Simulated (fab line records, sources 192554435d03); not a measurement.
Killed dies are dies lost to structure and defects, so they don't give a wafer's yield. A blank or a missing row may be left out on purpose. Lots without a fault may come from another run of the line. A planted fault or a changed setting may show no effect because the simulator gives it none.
One fault seen from 2 desks | flow n5_finfet | each desk has only its own numbers; what lay behind them comes last

THE TOOL OWNER'S DESK: ald_hk-03
The tool's own readings at N5_HKMG_FIN_ALD_74 (deposits La2O3, target thk 0.5 nm, pulse time 6 s, co reactant pulse time 1 s): means of the sampled wafers that have a number, for each lot that ran on this tool. A lot is out of limits, marked OUT, if its mean lies more than 4 standard deviations from the usual mean; the brackets give that distance.
Columns: A = heater_power_w at N5_HKMG_FIN_ALD_74, usual 349 W; B = precursor_pulse_height_rel at N5_HKMG_FIN_ALD_74, usual 1.000
lot  | first seen here | A   | B
L297 | day 3 22:56     | 356 | 1.004
L300 | day 4 15:49     | 339 | 1.014
L302 | day 5 08:59     | 341 | 1.017
L303 | day 5 11:18     | 320 | 0.988
L305 | day 6 00:32     | 320 | 0.976
L315 | day 8 11:27     | 341 | 0.985
L317 | day 9 02:47     | 347 | 1.011
This desk's finding: nothing out of limits on any of the 7 lots.

THE METROLOGY DESK
What the gauges read, lot by lot, whatever tool the lot ran on: means of the sampled wafers that have a number. A lot is out of limits, marked OUT, if its mean lies more than 4 standard deviations from the usual mean; the brackets give that distance. Of its 15 readings 7 are shown: the one that was out of limits first, and those that lie furthest out on some lot.
Columns: A = IOFF_P at N5_BEOL_M4_RC_MEAS_101, usual 0.24 nA/um; B = IOFF_P_85C at N5_BEOL_M4_RC_MEAS_101, usual 4.1 nA/um; C = IOFF_P_LIN at N5_BEOL_M4_RC_MEAS_101, usual 0.110 nA/um; D = IOFF_P_LONG at N5_BEOL_M4_RC_MEAS_101, usual 0.000105 nA/um; E = VT_N_LVT at N5_BEOL_M4_RC_MEAS_101, usual 97 mV; F = VT_P at N5_BEOL_M4_RC_MEAS_101, usual -249 mV; G = VT_P_LONG at N5_BEOL_M4_RC_MEAS_101, usual -275.4 mV
lot  | first seen here | A               | B              | C                | D                   | E              | F               | G
L297 | day 7 19:21     | 0.23            | 3.9            | 0.105            | 0.000108            | 99             | -248            | -274.6
L300 | day 8 20:26     | 0.20            | 3.6            | 0.097            | 0.000106            | 99             | -251            | -276.0
L302 | day 8 23:56     | 0.16            | 3.0            | 0.083            | 0.000100            | 101            | -252            | -276.1
L303 | day 9 23:54     | 0.55 (+5.1) OUT | 8.3 (+5.1) OUT | 0.241 (+6.6) OUT | 0.000190 (+10) OUT  | 110            | -228 (+5.9) OUT | -257.9 (+6.3) OUT
L305 | day 10 21:11    | 0.42            | 6.3            | 0.202 (+4.6) OUT | 0.000186 (+9.8) OUT | 121 (+5.5) OUT | -235            | -258.9 (+5.9) OUT
L307 | day 11 11:34    | 0.28            | 4.6            | 0.128            | 0.000124            | 94             | -245            | -269.3
L312 | day 11 18:13    | 0.32            | 5.0            | 0.131            | 0.000106            | 92             | -245            | -274.9
L314 | day 12 19:31    | 0.21            | 3.6            | 0.096            | 0.000097            | 97             | -252            | -278.3
L315 | day 12 20:11    | 0.23            | 4.0            | 0.109            | 0.000107            | 96             | -248            | -275.1
L317 | day 13 22:40    | 0.24            | 4.1            | 0.109            | 0.000097            | 97             | -249            | -274.3
This desk's finding: out of limits on L303, L305; first on L303, day 9 23:54 (IOFF_P at N5_BEOL_M4_RC_MEAS_101). In limits: L297, L300, L302, L307, L312, L314, L315, L317.

PUT TOGETHER
The metrology desk could have raised an alarm at day 9 23:54, on L303, L305.
The tool owner's desk saw nothing out of limits.
The tool owner's desk has L303, L305 on record, within its limits.
Of the lots named, all ran N5_HKMG_FIN_ALD_74 on ald_hk-03.

WHAT THE SIMULATOR HAD PUT IN
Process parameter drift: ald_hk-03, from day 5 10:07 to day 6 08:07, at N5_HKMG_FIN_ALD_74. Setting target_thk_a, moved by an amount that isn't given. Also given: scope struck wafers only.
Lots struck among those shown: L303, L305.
Hours from the fault's start to each desk's first reading out of limits: the metrology desk, 110.
